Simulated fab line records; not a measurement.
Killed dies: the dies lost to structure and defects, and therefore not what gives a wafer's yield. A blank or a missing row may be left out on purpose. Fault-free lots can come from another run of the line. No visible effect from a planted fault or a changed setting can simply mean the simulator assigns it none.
Which tool did it? / flow n5_finfet / 10 lots with 30 wafers sampled at 2 steps, on a route of 1938 steps

== WHAT THE GAUGES READ, wafer by wafer ==
N5_BEOL_M14_THK_MEAS_01.
lot=L351; measured=day 12 09:38; on=film_metro-01; M14_ILD_THK (nm)=1114 1106 1133
lot=L358; measured=day 14 04:56; on=film_metro-01; M14_ILD_THK (nm)=1124 1149 1142
lot=L360; measured=day 14 05:58; on=film_metro-01; M14_ILD_THK (nm)=1113 1124 1096
lot=L359; measured=day 14 15:23; on=film_metro-01; M14_ILD_THK (nm)=1119 1145 1142
lot=L363; measured=day 15 13:44; on=film_metro-01; M14_ILD_THK (nm)=1108 1083 1123
lot=L366; measured=day 15 20:18; on=film_metro-02; M14_ILD_THK (nm)=1133 1138 1125
lot=L365; measured=day 15 20:42; on=film_metro-01; M14_ILD_THK (nm)=1108 1115 1122
lot=L368; measured=day 16 09:46; on=film_metro-02; M14_ILD_THK (nm)=1117 1106 1116
lot=L370; measured=day 17 03:59; on=film_metro-02; M14_ILD_THK (nm)=1115 1130 1136
lot=L371; measured=day 17 10:24; on=film_metro-01; M14_ILD_THK (nm)=1088 1118 1130

== WHICH TOOL RAN EACH LOT (tool, then ch and the chambers of the sampled wafers, then the start) ==
lot=L351; N5_BEOL_M13_ANNEAL_48=rtp_anneal-02 ch 0, day 12 08:40
lot=L358; N5_BEOL_M13_ANNEAL_48=rtp_anneal-02 ch 0, day 14 04:01
lot=L360; N5_BEOL_M13_ANNEAL_48=rtp_anneal-02 ch 0, day 14 04:49
lot=L359; N5_BEOL_M13_ANNEAL_48=rtp_anneal-01 ch 0, day 14 14:28
lot=L363; N5_BEOL_M13_ANNEAL_48=rtp_anneal-02 ch 0, day 15 12:48
lot=L366; N5_BEOL_M13_ANNEAL_48=rtp_anneal-02 ch 0, day 15 19:22
lot=L365; N5_BEOL_M13_ANNEAL_48=rtp_anneal-02 ch 0, day 15 19:46
lot=L368; N5_BEOL_M13_ANNEAL_48=rtp_anneal-01 ch 0, day 16 08:48
lot=L370; N5_BEOL_M13_ANNEAL_48=rtp_anneal-01 ch 0, day 17 03:04
lot=L371; N5_BEOL_M13_ANNEAL_48=rtp_anneal-01 ch 0, day 17 09:23
- N5_BEOL_M13_ANNEAL_48: time 90 s.

== THE ANSWER, worked out from the rows above alone ==
Rule: usual is defined by the lots themselves. Put in order of their means at a reading, lots are off if they are a third of the lots or fewer, leave a main group of 4 or more, and stand apart from it by a gap of 3 or more times the standard deviation of the main group's means; of several such gaps the widest counts. The tables above print the reading to a certain number of digits; a main group whose means all agree to those digits is not used. Also off: a lot with no number at a reading for which 4 or more lots have one. Any other lot the step has rows for is counted as sound.
No lot is off at any reading shown: from this, nothing can be told.

== WHAT THE SIMULATOR PUT IN ==
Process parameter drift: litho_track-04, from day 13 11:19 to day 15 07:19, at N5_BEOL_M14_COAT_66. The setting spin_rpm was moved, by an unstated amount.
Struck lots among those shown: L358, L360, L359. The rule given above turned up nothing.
